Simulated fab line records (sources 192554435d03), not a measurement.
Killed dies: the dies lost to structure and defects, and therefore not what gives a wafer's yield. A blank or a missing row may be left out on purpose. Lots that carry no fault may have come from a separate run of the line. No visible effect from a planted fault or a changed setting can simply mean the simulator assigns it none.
Chamber matching || flow n5_finfet || 4 sister chambers for N5_BEOL_M3_DESCUM_33 on rie_diel-06
The step chemistry O2, time 7 s. 4 wafers are shown with their chamber, then 9 later ones without.

## WAFERS, EACH WITH ITS CHAMBER
{"wafer": "L087.3", "chamber": 0, "throttle_valve_pct (%)": 20.62}
{"wafer": "L087.6", "chamber": 1, "throttle_valve_pct (%)": 20.10}
{"wafer": "L089.4", "chamber": 2, "throttle_valve_pct (%)": 20.41}
{"wafer": "L091.6", "chamber": 3, "throttle_valve_pct (%)": 20.20}

## WAFERS WHOSE CHAMBER IS MISSING
{"wafer": "L094.1", "throttle_valve_pct (%)": 20.25}
{"wafer": "L094.5", "throttle_valve_pct (%)": 20.11}
{"wafer": "L094.6", "throttle_valve_pct (%)": 20.43}
{"wafer": "L093.2", "throttle_valve_pct (%)": 20.27}
{"wafer": "L093.4", "throttle_valve_pct (%)": 20.12}
{"wafer": "L093.6", "throttle_valve_pct (%)": 20.25}
{"wafer": "L096.1", "throttle_valve_pct (%)": 20.44}
{"wafer": "L096.2", "throttle_valve_pct (%)": 20.22}
{"wafer": "L096.6", "throttle_valve_pct (%)": 20.43}

## WHICH CHAMBER EACH WENT THROUGH
{"wafer": "L094.1", "from the rows above": 3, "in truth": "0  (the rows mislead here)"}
{"wafer": "L094.5", "from the rows above": 1, "in truth": 1}
{"wafer": "L094.6", "from the rows above": 2, "in truth": 2}
{"wafer": "L093.2", "from the rows above": "can't be placed: 3 or 2", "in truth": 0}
{"wafer": "L093.4", "from the rows above": "can't be placed: 1 or 3", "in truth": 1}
{"wafer": "L093.6", "from the rows above": 3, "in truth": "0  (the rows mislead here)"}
{"wafer": "L096.1", "from the rows above": 2, "in truth": 2}
{"wafer": "L096.2", "from the rows above": 3, "in truth": 3}
{"wafer": "L096.6", "from the rows above": 2, "in truth": 2}
Placed correctly: 5 of 9. Unplaceable from these rows: 2, with the true chamber sitting among the candidates in 1. 2 placed wrongly.
How it was worked out, from the rows above alone: a wafer's distance from a chamber is the root of the sum, over the readings, of the square of ((its reading less the chamber's mean) divided by the reading's scatter). The wafer belongs to the nearest chamber; if the next one is less than 2 further off, it can't be placed. A chamber's mean is the mean of its shown wafers. The scatter (one wafer shown for each chamber): square how far every hidden wafer sits from the nearest shown wafer, average those squares and take the square root.
